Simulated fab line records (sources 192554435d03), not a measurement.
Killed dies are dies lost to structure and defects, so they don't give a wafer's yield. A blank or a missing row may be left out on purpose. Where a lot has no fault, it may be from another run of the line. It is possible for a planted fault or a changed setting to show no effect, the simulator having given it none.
Comparing a struck lot with a sound one :: flow n5_finfet :: 15 steps out of a route of 1938
Sound: wafers L812.1, L812.3, L812.5. Struck: wafer L817.5. (L817.6 of the same lot was not struck and is left out.) The cause comes at the end.
Per side, at each step with rows, come the tool, then ch with its chambers, and then its first start. Under that, the readings that differ: sound wafers :: struck wafers :: difference of the means :: sigmas: that difference in standard deviations of wafers without a fault.
alike: readings whose means differ by less than 2 such deviations, and words and numbers that are the same on both sides. not compared: withheld readings, readings that some wafer has no value for, bounds like >300 that may hide the same value, and numbers for which the record gives no deviation and whose values overlap.
Wherever a step has rows on one side only, a row that says differs or no value, or a row with sigmas, the two part there. Non-overlapping numbers with no deviation appear without sigmas and do not part them. Lack of a reading on every wafer of one side parts them only where that side has two or more wafers.

N5_BEOL_M11_TRENCH_ETCH_37: etches SiCOH lowk in C4F6/O2, target depth 148.83 nm, time 48 s.
  sound on rie_diel-03 ch 0,2,3; struck on rie_diel-03 ch 2
  alike: drypump_motor_current_A, oes_product_au, rf_vpp_V, showerhead_plenum_p_Torr, throttle_valve_pct
  not compared: rf_hours_counter_h
then, 1 step without rows for these wafers: N5_BEOL_M11_ETCH_41 (etches SiCN in CH3F/O2, target depth 42.6 nm, time 86 s).
N5_BEOL_M11_STRIP_77: strips in N2/H2, time 10 s.
  sound on rie_diel-03 ch 0,2,3; struck on rie_diel-03 ch 2
reading: rf_vpp_V (V)
sound: 58.6 58.3 57.8
struck: 61.1
difference: +2.9
sigmas: +3
  alike: drypump_motor_current_A, h2_flow_sccm, oes_product_au, showerhead_plenum_p_Torr, throttle_valve_pct
  not compared: rf_hours_counter_h
N5_BEOL_M11_OCD_MEAS_38:
  sound: ocd-01 at day 15 10:04; struck: ocd-02 at day 15 05:55
  alike: trench_depth_nm
then, 4 steps without rows for these wafers: N5_BEOL_M11_HM_STRIP_39 (strips TiN in peroxide tin strip, target depth 25 nm, time 158 s); N5_BEOL_M11_SRD_40 (time 30 s); N5_BEOL_M11_PRECLEAN_42 (cleans in residue remover, time 60 s); N5_BEOL_M11_SRD_43 (time 30 s).
N5_BEOL_M11_CD_MEAS_35: target cd 70 nm.
  sound: cd_sem-03 at day 15 10:13; struck: cd_sem-02 at day 15 06:04
  alike: cd_nm
then, 1 step without rows for these wafers: N5_BEOL_M11_CURE_72 (cures SiCOH lowk, time 120 s).
N5_BEOL_M11_DEGAS_44: time 60 s.
  sound: pvd_sputter-03 at day 15 10:47; struck: pvd_sputter-03 at day 15 06:54
  alike: heater_power_w
N5_BEOL_M11_PRE_CLEAN_45: time 30 s.
  sound: pvd_sputter-03 at day 15 10:50; struck: pvd_sputter-03 at day 15 06:56
  alike: heater_power_w
N5_BEOL_M11_ALD_74: deposits TaN, target thk 2 nm, pulse time 2 s, purge time 3 s.
  sound on ald_metal-02 ch 0,2,3, day 15 10:54; struck on ald_metal-01 ch 3, day 15 07:10
reading: ald_cycles
sound: 40 40 40
struck: 31
difference: -9
sigmas: 

reading: model.TaN_of_BEOL_M11_ALD_74.thk_nm (nm)
sound: 2 2 2
struck: 1.6
difference: -0.4
sigmas: 
  alike: heater_power_outer_w, heater_power_w
N5_BEOL_M11_SURFACE_TREAT_76:
  sound: pvd_sputter-01 at day 15 11:11; struck: pvd_sputter-02 at day 15 07:24
  not compared: throttle_valve_pct
-- here the record skips 2 days between the struck wafers' starts before and after, leaving off in module BEOL_M11 and picking up in module PASSIVATION (first step shown: number 1936 of the route) --
N5_PASSIVATION_PROBE_49:
  only the struck wafers here have rows in the record (prober-02, day 17 10:25); the sound ones have none

## WHERE THEY PART
Last at N5_PASSIVATION_PROBE_49 as far as this record goes, first at N5_BEOL_M11_STRIP_77.

WHY: what the simulator had put in
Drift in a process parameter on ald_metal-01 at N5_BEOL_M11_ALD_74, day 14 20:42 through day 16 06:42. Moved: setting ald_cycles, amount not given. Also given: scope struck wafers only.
